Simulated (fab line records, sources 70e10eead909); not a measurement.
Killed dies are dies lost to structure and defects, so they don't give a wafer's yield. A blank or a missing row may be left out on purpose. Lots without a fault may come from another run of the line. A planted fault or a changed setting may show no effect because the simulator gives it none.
Chamber matching | flow nand_harc | NHARC_A_SGD_CUT_ETCHBACK_24 on rie_diel-01: 4 sister chambers
The step etches the open film in CH3F/O2, target depth 50 nm, time 92.857 s. 14 wafers are shown with their chamber, then 7 later ones without.

WAFERS WITH THEIR CHAMBER
wafer  | chamber | drypump_motor_current_A (A) | rf_vpp_V (V) | oes_product_au (a.u.)
L076.3 | 0       | 5.6                         | 244.3        | 1.00
L076.4 | 1       | 5.3                         | 242.2        | 0.98
L076.5 | 0       | 5.6                         | 243.9        | 1.00
L077.4 | 1       | 5.3                         | 243.7        | 0.92
L077.5 | 3       | 6.2                         | 246.1        | 0.92
L077.6 | 0       | 5.6                         | 243.2        | 0.93
L083.1 | 3       | 6.3                         | 245.2        | 1.00
L083.3 | 2       | 5.6                         | 242.6        | 1.00
L083.5 | 3       | 6.3                         | 243.7        | 1.01
L086.2 | 3       | 6.3                         | 244.5        | 1.00
L086.4 | 0       | 5.6                         | 243.6        | 0.99
L086.5 | 1       | 5.4                         | 242.1        | 0.98
L088.3 | 1       | 5.4                         | 242.3        | 0.99
L088.4 | 2       | 5.6                         | 242.3        | 0.98

SIGNATURES (means of the wafers above)
reading                 | chamber 0 | chamber 1 | chamber 2 | chamber 3 | scatter within a chamber
drypump_motor_current_A | 5.600     | 5.350     | 5.600     | 6.275     | 0.0418
rf_vpp_V                | 243.750   | 242.575   | 242.450   | 244.875   | 0.744
oes_product_au          | 0.9800    | 0.9675    | 0.9900    | 0.9825    | 0.0346
Rule: a wafer's distance from a chamber is the root of the sum, over the readings, of the square of ((its reading less the chamber's mean) divided by the reading's scatter). The wafer belongs to the nearest chamber; if the next one is less than 2 further off, it can't be placed. The scatter: the root of (the sum of the squares of (reading less its chamber's mean) over the shown wafers, divided by (wafers less chambers)).

WAFERS WITHOUT THEIR CHAMBER
wafer  | drypump_motor_current_A (A) | rf_vpp_V (V) | oes_product_au (a.u.)
L088.6 | 5.6                         | 241.1        | 1.00
L092.1 | 5.3                         | 243.0        | 1.00
L092.3 | 6.2                         | 243.3        | 1.01
L092.4 | 5.6                         | 243.7        | 1.00
L095.2 | 5.4                         | 244.1        | 0.99
L095.4 | 6.2                         | 246.6        | 1.00
L095.6 | 5.4                         | 242.1        | 0.99

WHICH CHAMBER EACH WENT THROUGH
wafer  | from the rows above     | in truth
L088.6 | can't be placed: 2 or 0 | 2
L092.1 | 1                       | 1
L092.3 | 3                       | 3
L092.4 | can't be placed: 0 or 2 | 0
L095.2 | 1                       | 1
L095.4 | 3                       | 3
L095.6 | 1                       | 1
Placed correctly: 5 of 7. Can't be placed from these rows: 2 (the true chamber is among the candidates in 2). Placed wrongly: 0.
